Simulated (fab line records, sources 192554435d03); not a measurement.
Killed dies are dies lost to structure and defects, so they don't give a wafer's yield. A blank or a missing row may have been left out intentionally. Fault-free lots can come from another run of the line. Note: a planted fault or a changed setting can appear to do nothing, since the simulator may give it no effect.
Matching of chambers	flow n5Finfet	N5_BEOL_M12_ETCH_38 on rieDiel-02 has 4 sister chambers
The step etches SiCN in CF4/N2, target depth 68.7 nm, time 73.4 s. 30 wafers are shown with their chamber, then 12 later ones without.

## WAFERS PAIRED WITH THEIR CHAMBERS
wafer	chamber	showerheadPlenumPTorr (Torr)	drypumpMotorCurrentA (A)	throttleValvePct (%)
L076.1	1	2.27	5.86	15.74
L076.2	3	2.17	5.57	15.97
L076.5	3	2.17	5.59	15.99
L075.2	3	2.17	5.57	15.97
L075.3	0	2.18	5.57	15.54
L075.4	3	2.17	5.58	15.98
L078.2	3	2.17	5.55	16.00
L078.3	0	2.18	5.54	15.53
L078.6	3	2.17	5.55	15.98
L079.1	0	2.18	5.58	15.54
L079.4	3	2.17	5.57	15.98
L079.5	0	2.18	5.55	15.53
L085.1	0	2.18	5.63	15.10
L085.2	2	2.17	5.36	15.07
L085.3	3	2.16	5.58	16.03
L085.4	2	2.17	5.40	15.05
L085.5	0	2.18	5.60	15.10
L085.6	3	2.16	5.57	16.05
L086.1	2	2.17	5.44	15.07
L086.2	3	2.16	5.57	16.04
L086.3	0	2.18	5.59	15.09
L086.4	0	2.18	5.61	15.07
L086.5	2	2.17	5.36	15.08
L086.6	3	2.16	5.55	16.02
L088.1	0	2.18	5.61	15.10
L088.2	3	2.16	5.56	16.04
L088.3	2	2.17	5.33	15.08
L088.4	2	2.17	5.38	15.08
L088.5	3	2.16	5.57	16.05
L088.6	0	2.18	5.60	15.10

SIGNATURES (averages over the wafers above)
reading	chamber 0	chamber 1	chamber 2	chamber 3	scatter within a chamber
showerheadPlenumPTorr	2.1800	2.2700	2.1700	2.1654	0.00353
drypumpMotorCurrentA	5.5880	5.8600	5.3783	5.5677	0.025
throttleValvePct	15.2700	15.7400	15.0717	16.0077	0.136
Rule: for each reading, subtract the chamber's mean from the wafer's reading, divide by that reading's scatter and square the result; add these up over the readings and take the root, which gives the wafer's distance from the chamber. The wafer belongs to the nearest chamber; if the next one is less than 2 further off, it can't be placed. How the scatter is found: for the shown wafers, subtract from each reading the mean of its chamber, square and add these, divide the total by (wafers less chambers), then take the root.

## WAFERS WITHOUT THEIR CHAMBER
wafer	showerheadPlenumPTorr (Torr)	drypumpMotorCurrentA (A)	throttleValvePct (%)
L090.3	2.26	5.87	15.27
L090.4	2.26	5.85	15.27
L090.5	2.17	5.58	15.11
L094.1	2.16	5.56	15.54
L094.2	2.17	5.65	15.14
L094.4	2.25	5.88	15.28
L095.1	2.16	5.55	15.53
L095.3	2.17	5.64	15.15
L095.6	2.17	5.69	15.13
L096.2	2.25	5.84	15.30
L096.5	2.16	5.57	15.56
L096.6	2.17	5.57	15.15

## WHICH CHAMBER EACH ONE RAN IN
wafer	from the rows above	in truth
L090.3	1	1
L090.4	1	1
L090.5	0	0
L094.1	3	3
L094.2	0	0
L094.4	1	1
L095.1	3	3
L095.3	0	0
L095.6	0	0
L096.2	1	1
L096.5	3	3
L096.6	0	0
Correct placement for 12 of the 12. Left unplaced by these rows: 0. Placed wrongly: 0.
